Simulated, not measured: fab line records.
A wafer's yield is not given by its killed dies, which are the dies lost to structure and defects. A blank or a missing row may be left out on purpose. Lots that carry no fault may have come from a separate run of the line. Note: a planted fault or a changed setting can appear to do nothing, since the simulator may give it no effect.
Lot-split experiment -- flow n5-finfet -- on a route of 1938 steps: 7 lots, 21 wafers read

== ABOUT THE SPLIT ==
At N5_FIN_CUT_EXPOSE_05 (exposes mask FIN CUT), the setting dose-mj was moved away from the recipe's 45.75 on 5 of the 21 wafers read, by -2.9% to +5.8%. The other wafers ran this setting at the recipe's value.

== FROM THE SPLIT TO THE READING: what the file shows between them, 2 steps ==
- N5_FIN_CUT_PEB_06: peb time 60 s
- N5_FIN_CUT_DEVELOP_07: develop time 30 s

== THE READING ==
cd-nm, in nm, at N5_FIN_CUT_CD_MEAS_08 (target cd 29.1 nm). Fault-free wafers of this fab line usually give 29.13 nm, standard deviation 0.24 nm.

wafer,"tool, chamber at the split",dose-mj as run,against the recipe,"cd-nm, nm",against lot-mates on the recipe
L074.2,"euv-scanner-01, 0",45.75,recipe,29.14,-
L074.3,"euv-scanner-01, 0",45.75,recipe,29.33,-
L074.6,"euv-scanner-01, 0",45.75,recipe,29.12,-
L079.2,"euv-scanner-02, 0",45.75,recipe,29.56,-
L079.4,"euv-scanner-02, 0",47.21,+3.2%,29.94,+0.50
L079.6,"euv-scanner-02, 0",45.75,recipe,29.32,-
L084.2,"euv-scanner-01, 0",45.75,recipe,28.83,-
L084.3,"euv-scanner-01, 0",45.75,recipe,28.88,-
L084.6,"euv-scanner-01, 0",46.75,+2.2%,29.30,+0.45
L089.1,"euv-scanner-02, 0",45.75,recipe,29.27,-
L089.2,"euv-scanner-02, 0",45.75,recipe,29.47,-
L089.6,"euv-scanner-02, 0",45.75,recipe,29.14,-
L091.1,"euv-scanner-02, 0",45.75,recipe,29.07,-
L091.2,"euv-scanner-02, 0",45.75,recipe,28.58,-
L091.5,"euv-scanner-02, 0",45.75,recipe,29.04,-
L092.1,"euv-scanner-01, 0",44.42,-2.9%,28.85,-0.57
L092.3,"euv-scanner-01, 0",44.42,-2.9%,28.87,-0.55
L092.6,"euv-scanner-01, 0",45.75,recipe,29.42,-
L096.2,"euv-scanner-02, 0",45.75,recipe,28.75,-
L096.4,"euv-scanner-02, 0",48.4,+5.8%,30.01,+1.12
L096.5,"euv-scanner-02, 0",45.75,recipe,29.03,-

FIT RESULTS
A straight line over all 21 wafers: cd-nm changes by +0.146 nm for each +1% of dose-mj; r = +0.72; the points scatter about the line by 0.26 nm.
The same after taking each lot's own level away (the mean of its wafers on the recipe; 21 wafers): +0.188 nm for each +1%; r = +0.94; scatter 0.13 nm.
That fit puts the effect of the largest move of dose-mj on the reading at 1.1 nm.
Across the lots, their own levels run from 28.855 to 29.440 nm, a range of 2.4 times the standard deviation given above.
So the lot-to-lot level blurs the effect unless lot-mates are compared.
Check: +1.05 nm against its lot-mates is what the line predicts for one of the wafers moved furthest among these (+5.8%) when that wafer is left out of the fit. It came out at +1.12 nm against them.

== THESE WAFERS: OTHER SPLITS ==
Other splits were also applied to these wafers ahead of the reading. Each is held against what the fit with the lots' levels taken away leaves over:
other split on the same wafers,wafers away from the commonest value,r with cd-nm (lot level and that fit taken away)
N5_WELL_APT_COAT_02 spin-rpm,6,+0.24

== THE WHOLE CHAIN: every reading that the file lists as answering this split, in the file's order ==
step,what it does,reading,change (the file's fit),r (the file's)
N5_FIN_CUT_CD_MEAS_08,target cd 29.1 nm,cd-nm,+0.188 nm for each +1% of the setting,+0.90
N5_FIN_CUT_ETCH_30,"etches underlayer in N2/H2, target depth 13 nm, time 10.4 s","FIN_CUT.cd-offset-nm (the simulator's own value, which no gauge read)",+0.22 nm for each +1% of the setting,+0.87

== FILE'S OWN FIT ==
cd-nm changes by +0.188 nm for each +1% of dose-mj, r = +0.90.
